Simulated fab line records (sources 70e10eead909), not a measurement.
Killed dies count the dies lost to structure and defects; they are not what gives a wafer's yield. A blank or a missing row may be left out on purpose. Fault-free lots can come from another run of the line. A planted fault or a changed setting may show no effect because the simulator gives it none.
Matching of chambers || flow nand harc || 4 sister chambers for NHARC_A_STAIRCASE_TRIM_20 on rie diel-06
The step chemistry O2, time 211.2 s. 18 wafers are shown with their chamber, then 9 later ones without.

== WAFERS PAIRED WITH THEIR CHAMBERS ==
{"wafer": "L075.1", "chamber": 3, "drypump motor current A (A)": 6.4, "showerhead plenum p Torr (Torr)": 3.48, "oes product au (a.u.)": 0.993}
{"wafer": "L075.2", "chamber": 2, "drypump motor current A (A)": 5.9, "showerhead plenum p Torr (Torr)": 3.50, "oes product au (a.u.)": 0.999}
{"wafer": "L075.3", "chamber": 0, "drypump motor current A (A)": 5.6, "showerhead plenum p Torr (Torr)": 3.53, "oes product au (a.u.)": 0.980}
{"wafer": "L079.2", "chamber": 0, "drypump motor current A (A)": 5.6, "showerhead plenum p Torr (Torr)": 3.53, "oes product au (a.u.)": 0.984}
{"wafer": "L079.3", "chamber": 2, "drypump motor current A (A)": 5.9, "showerhead plenum p Torr (Torr)": 3.50, "oes product au (a.u.)": 0.985}
{"wafer": "L079.6", "chamber": 2, "drypump motor current A (A)": 5.9, "showerhead plenum p Torr (Torr)": 3.50, "oes product au (a.u.)": 0.989}
{"wafer": "L080.2", "chamber": 2, "drypump motor current A (A)": 5.9, "showerhead plenum p Torr (Torr)": 3.49, "oes product au (a.u.)": 0.994}
{"wafer": "L080.3", "chamber": 0, "drypump motor current A (A)": 5.6, "showerhead plenum p Torr (Torr)": 3.52, "oes product au (a.u.)": 0.996}
{"wafer": "L080.4", "chamber": 1, "drypump motor current A (A)": 5.1, "showerhead plenum p Torr (Torr)": 3.49, "oes product au (a.u.)": 0.986}
{"wafer": "L083.1", "chamber": 2, "drypump motor current A (A)": 5.8, "showerhead plenum p Torr (Torr)": 3.49, "oes product au (a.u.)": 0.997}
{"wafer": "L083.2", "chamber": 0, "drypump motor current A (A)": 5.7, "showerhead plenum p Torr (Torr)": 3.52, "oes product au (a.u.)": 0.996}
{"wafer": "L083.5", "chamber": 2, "drypump motor current A (A)": 5.9, "showerhead plenum p Torr (Torr)": 3.49, "oes product au (a.u.)": 0.991}
{"wafer": "L085.2", "chamber": 3, "drypump motor current A (A)": 6.4, "showerhead plenum p Torr (Torr)": 3.47, "oes product au (a.u.)": 0.996}
{"wafer": "L085.5", "chamber": 1, "drypump motor current A (A)": 5.1, "showerhead plenum p Torr (Torr)": 3.49, "oes product au (a.u.)": 0.985}
{"wafer": "L085.6", "chamber": 0, "drypump motor current A (A)": 5.6, "showerhead plenum p Torr (Torr)": 3.51, "oes product au (a.u.)": 0.985}
{"wafer": "L086.1", "chamber": 2, "drypump motor current A (A)": 5.9, "showerhead plenum p Torr (Torr)": 3.49, "oes product au (a.u.)": 1.000}
{"wafer": "L086.3", "chamber": 0, "drypump motor current A (A)": 5.6, "showerhead plenum p Torr (Torr)": 3.51, "oes product au (a.u.)": 0.992}
{"wafer": "L086.5", "chamber": 2, "drypump motor current A (A)": 5.9, "showerhead plenum p Torr (Torr)": 3.49, "oes product au (a.u.)": 0.994}

SIGNATURES (averages over the wafers above)
{"reading": "drypump motor current A", "chamber 0": 5.617, "chamber 1": 5.100, "chamber 2": 5.888, "chamber 3": 6.400, "scatter within a chamber": 0.0349}
{"reading": "showerhead plenum p Torr", "chamber 0": 3.5200, "chamber 1": 3.4900, "chamber 2": 3.4938, "chamber 3": 3.4750, "scatter within a chamber": 0.00675}
{"reading": "oes product au", "chamber 0": 0.98883, "chamber 1": 0.98550, "chamber 2": 0.99362, "chamber 3": 0.99450, "scatter within a chamber": 0.00546}
Rule: distance of a wafer from a chamber = root of the sum over the readings of ((wafer's reading minus chamber's mean) / reading's scatter) squared. The wafer belongs to the nearest chamber; if the next one is less than 2 further off, it can't be placed. The scatter: the root of (the sum of the squares of (reading less its chamber's mean) over the shown wafers, divided by (wafers less chambers)).

== WAFERS WHOSE CHAMBER IS MISSING ==
{"wafer": "L090.1", "drypump motor current A (A)": 5.2, "showerhead plenum p Torr (Torr)": 3.48, "oes product au (a.u.)": 0.971}
{"wafer": "L090.3", "drypump motor current A (A)": 5.9, "showerhead plenum p Torr (Torr)": 3.48, "oes product au (a.u.)": 0.990}
{"wafer": "L090.5", "drypump motor current A (A)": 5.6, "showerhead plenum p Torr (Torr)": 3.51, "oes product au (a.u.)": 0.989}
{"wafer": "L092.1", "drypump motor current A (A)": 6.4, "showerhead plenum p Torr (Torr)": 3.46, "oes product au (a.u.)": 1.008}
{"wafer": "L092.3", "drypump motor current A (A)": 5.9, "showerhead plenum p Torr (Torr)": 3.48, "oes product au (a.u.)": 0.992}
{"wafer": "L092.4", "drypump motor current A (A)": 5.1, "showerhead plenum p Torr (Torr)": 3.48, "oes product au (a.u.)": 0.986}
{"wafer": "L096.1", "drypump motor current A (A)": 5.9, "showerhead plenum p Torr (Torr)": 3.48, "oes product au (a.u.)": 0.999}
{"wafer": "L096.2", "drypump motor current A (A)": 5.1, "showerhead plenum p Torr (Torr)": 3.48, "oes product au (a.u.)": 0.990}
{"wafer": "L096.3", "drypump motor current A (A)": 5.7, "showerhead plenum p Torr (Torr)": 3.50, "oes product au (a.u.)": 0.981}

== CHAMBER TAKEN BY EACH ==
{"wafer": "L090.1", "from the rows above": 1, "in truth": 1}
{"wafer": "L090.3", "from the rows above": 2, "in truth": 2}
{"wafer": "L090.5", "from the rows above": 0, "in truth": 0}
{"wafer": "L092.1", "from the rows above": 3, "in truth": 3}
{"wafer": "L092.3", "from the rows above": 2, "in truth": 2}
{"wafer": "L092.4", "from the rows above": 1, "in truth": 1}
{"wafer": "L096.1", "from the rows above": 2, "in truth": 2}
{"wafer": "L096.2", "from the rows above": 1, "in truth": 1}
{"wafer": "L096.3", "from the rows above": "can't be placed: 0 or 2", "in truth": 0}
Correct placement for 8 of the 9. From these rows, 1 cannot be placed; in 1 the true chamber is one of the candidates. Number placed wrongly: 0.
